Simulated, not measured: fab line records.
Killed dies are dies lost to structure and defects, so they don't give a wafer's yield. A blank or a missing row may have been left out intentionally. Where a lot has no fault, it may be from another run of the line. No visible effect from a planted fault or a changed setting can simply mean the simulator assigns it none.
Struck lot and sound lot, side by side | flow n5_finfet | 18 out of 1938 route steps
Sound: wafers L585.3, L585.5, L585.6. Wafers L592.3, L592.4, L592.6 were the ones struck. The cause is named last.
For every step that has rows: the tool of each side, followed by ch and its chambers, followed by its first start. Under that, the readings that differ: sound wafers | struck wafers | difference of the means | sigmas: that difference in standard deviations of wafers without a fault.
alike: a reading whose means differ by less than 2 such deviations, as well as words and numbers matching on both sides. not compared: withheld readings; readings where some wafer has no value; bounds like >300 that might hide an equal value; numbers whose values overlap and for which the record gives no deviation.
The two part at a step that has a row with sigmas, a row that says differs or no value, or rows on one side only. Numbers that have no deviation but don't overlap get no sigmas and don't part them. A reading missing from all wafers of one side parts the sides only when that side holds two or more wafers.

N5_BEOL_M0_SAQP_HM_DEP_02: deposits TiN, target thk 12 nm.
  sound on pvd_sputter-03, day 6 21:18; struck on pvd_sputter-01, day 9 00:48
  alike: throttle_valve_pct
N5_BEOL_M0_SAQP_PECVD_03: deposits SiCN from 3MS/NH3, target thk 12 nm, time 21.1 s.
  sound on pecvd-03 ch 0,1, day 6 21:25; struck on pecvd-04 ch 1,2, day 9 00:55
  alike: showerhead_plenum_p_Torr, showerhead_vpp_V, throttle_valve_pct
N5_BEOL_M0_SAQP_PECVD_96: deposits a-Si from SiH4/He, target thk 45 nm, time 45.2 s.
  sound on pecvd-03 ch 0,1, day 6 21:27; struck on pecvd-04 ch 1,2, day 9 00:57
  alike: heater_power_w, showerhead_plenum_p_Torr, showerhead_vpp_V, throttle_valve_pct
N5_BEOL_M0_SAQP_PECVD_97: deposits SiNx from SiH4/NH3/N2, target thk 23 nm, time 19.9 s.
  sound on pecvd-03 ch 0,1, day 6 21:29; struck on pecvd-04 ch 1,2, day 9 00:59
  alike: heater_power_w, showerhead_plenum_p_Torr, showerhead_vpp_V, throttle_valve_pct
N5_BEOL_M0_SAQP_PECVD_04: deposits a-Si from SiH4/He, target thk 60 nm, time 60.2 s.
  sound on pecvd-03 ch 0,1, day 6 21:32; struck on pecvd-04 ch 1,2, day 9 01:02
  alike: heater_power_w, showerhead_plenum_p_Torr, showerhead_vpp_V, throttle_valve_pct
N5_BEOL_M0_SAQP_THK_MEAS_05:
  sound on film_metro-01, day 6 21:38; struck on film_metro-01, day 9 01:08
  alike: thk_nm
then, 6 steps without rows for these wafers: N5_BEOL_M0_SAQP_HM_DEP_111 (deposits SiO2 from SiH4/N2O, target thk 12 nm, time 7.2 s); N5_BEOL_M0_SAQP_COAT_81 (time 60 s, resist thk 100 nm); N5_BEOL_M0_SAQP_COAT_82 (time 60 s, resist thk 30 nm); N5_BEOL_M0_SAQP_COAT_08 (resist thk 90 nm); N5_BEOL_M0_SAQP_EBR_10; N5_BEOL_M0_SAQP_SOFTBAKE_09 (time 60 s).
N5_BEOL_M0_SAQP_EXPOSE_11: exposes mask M0 CORE, target cd 42 nm.
  sound on arfi_scanner-01 ch 0, day 6 22:00; struck on arfi_scanner-02 ch 0, day 9 01:30
  reading              | sound             | struck            | difference | sigmas
  exposure_dose_mJ_cm2 | 54.95 54.95 54.87 | 53.49 53.57 53.48 | -1.41      | -24
  alike: mask, reticle_temp_C
then, 2 steps without rows for these wafers: N5_BEOL_M0_SAQP_PEB_12 (peb time 60 s); N5_BEOL_M0_SAQP_DEVELOP_13 (develop time 30 s).
N5_BEOL_M0_SAQP_CD_MEAS_14: target cd 42.5 nm.
  sound on cd_sem-02 ch 0, day 6 22:07; struck on cd_sem-03 ch 0, day 9 01:37
  alike: cd_nm
N5_BEOL_M0_SAQP_OVL_MEAS_15:
  sound on overlay-02 ch 0, day 6 22:08; struck on overlay-01 ch 0, day 9 01:38
  alike: M0_CORE_OVL
-- here the record skips 5 days between the struck wafers' starts before and after, leaving off in module BEOL_M0_SAQP and picking up in module BEOL_M4 (first step shown: number 1111 of the route) --
N5_BEOL_M4_RC_MEAS_101:
  sound on prober-01 ch 0, day 11 01:32; struck on prober-02 ch 0, day 13 16:31
  alike: DIBL_N, DIBL_P, IOFF_N, IOFF_P, ION_N, ION_P, SS_N, SS_P, VT_N, VT_P

WHERE THEY PART
At N5_BEOL_M0_SAQP_EXPOSE_11 and nowhere else, as far as this record goes. Later steps at which nothing parts them and some readings are alike: N5_BEOL_M0_SAQP_CD_MEAS_14, N5_BEOL_M0_SAQP_OVL_MEAS_15, N5_BEOL_M4_RC_MEAS_101.

WHY: what had been put in by the simulator
Drift in process parameters on arfi_scanner-02 at N5_BEOL_M0_SAQP_EXPOSE_11, starting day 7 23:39. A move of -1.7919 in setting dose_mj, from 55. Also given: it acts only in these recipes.
